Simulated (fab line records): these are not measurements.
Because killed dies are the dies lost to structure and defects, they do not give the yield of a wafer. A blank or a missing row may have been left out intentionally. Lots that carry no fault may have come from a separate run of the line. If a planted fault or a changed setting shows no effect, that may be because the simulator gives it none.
Which of the tools did it? :: flow nand harc :: 6 lots, 18 wafers sampled, at 4 steps of a route of 1302

WHAT THE GAUGES READ, wafer by wafer
NHARC_A_CONTACT_OVL_MEAS_43.
lot: L710
measured: day 21 22:54
on: overlay-01
overlay x nm (nm): 1.0 0.2 1.0

lot: L712
measured: day 22 10:40
on: overlay-02
overlay x nm (nm): 0.8 0.6 0.9

lot: L720
measured: day 25 09:56
on: overlay-02
overlay x nm (nm): 7.7 7.8 7.8

lot: L724
measured: day 27 03:20
on: overlay-01
overlay x nm (nm): 0.1 0.8 0.5

lot: L728
measured: day 29 02:14
on: overlay-02
overlay x nm (nm): 0.6 0.2 0.3

lot: L732
measured: day 30 07:00
on: overlay-02
overlay x nm (nm): -0.1 -0.1 -1.0

WHICH TOOL RAN EACH LOT (tool, then ch and the chambers of the sampled wafers, then the start)
lot: L710
NHARC_A_WL_FILL_ETCHBACK_17: rie metal-01 ch 0,1, day 21 08:18
NHARC_A_WL_FILL_ALD_19: ald metal-04 ch 0,3, day 21 13:42
NHARC_A_CONTACT_EXPOSE_39: arfi scanner-02 ch 0, day 21 22:41

lot: L712
NHARC_A_WL_FILL_ETCHBACK_17: rie metal-02 ch 1, day 21 19:12
NHARC_A_WL_FILL_ALD_19: ald metal-01 ch 0,1, day 22 00:31
NHARC_A_CONTACT_EXPOSE_39: arfi scanner-02 ch 0, day 22 10:27

lot: L720
NHARC_A_WL_FILL_ETCHBACK_17: rie metal-02 ch 0,1, day 24 21:47
NHARC_A_WL_FILL_ALD_19: ald metal-01 ch 0,1,2, day 25 03:12
NHARC_A_CONTACT_EXPOSE_39: arfi scanner-02 ch 0, day 25 09:43

lot: L724
NHARC_A_WL_FILL_ETCHBACK_17: rie metal-02 ch 0,1, day 26 14:21
NHARC_A_WL_FILL_ALD_19: ald metal-01 ch 0,2,3, day 26 19:49
NHARC_A_CONTACT_EXPOSE_39: arfi scanner-03 ch 0, day 27 03:06

lot: L728
NHARC_A_WL_FILL_ETCHBACK_17: rie metal-03 ch 0,1, day 28 14:04
NHARC_A_WL_FILL_ALD_19: ald metal-04 ch 1,3, day 28 19:36
NHARC_A_CONTACT_EXPOSE_39: arfi scanner-01 ch 0, day 29 02:01

lot: L732
NHARC_A_WL_FILL_ETCHBACK_17: rie metal-03 ch 0,1, day 29 17:26
NHARC_A_WL_FILL_ALD_19: ald metal-02 ch 0,1,3, day 29 22:54
NHARC_A_CONTACT_EXPOSE_39: arfi scanner-03 ch 0, day 30 06:46
- NHARC_A_WL_FILL_ETCHBACK_17: etches the open film in Cl2/BCl3, target depth 4 nm, time 26.7 s.
- NHARC_A_WL_FILL_ALD_19: deposits TiN, target thk 2 nm, pulse time 3 s, ald cycles 100.
- NHARC_A_CONTACT_EXPOSE_39: exposes mask A CC 3.

THE ANSWER, worked out from the rows above alone
Rule: the lots themselves supply what counts as usual. Put in order of their means at a reading, lots are off if they are a third of the lots or fewer, leave a main group of 4 or more, and stand apart from it by a gap of 3 or more times the standard deviation of the main group's means; of several such gaps the widest counts. The tables above print the reading to a certain number of digits; a main group whose means all agree to those digits is not used. Also off: a lot with no number at a reading for which 4 or more lots have one. Where the step has rows for the other lots, those lots are counted as sound.
Off at NHARC_A_CONTACT_OVL_MEAS_43 (overlay x nm): L720. Main group: mean 0.4 nm, sd 0.42.
If a tool, at a process step before that reading, ran all the lots that are off and no sound lot after the first of them, it fits. Gauges at NHARC_A_CONTACT_OVL_MEAS_43: tried the same way as those tools. One candidate fits, namely arfi scanner-02 at NHARC_A_CONTACT_EXPOSE_39. Its last sound lot is L712 (day 22 10:27), its first lot that is off L720 (day 25 09:43): a fault that began between those two fits.

WHAT THE SIMULATOR PUT IN
Scanner matching overlay: arfi scanner-02, from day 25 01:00 on, at NHARC_A_CONTACT_EXPOSE_39. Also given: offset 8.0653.
Lots struck among those shown: L720. The same result came from the rule above.
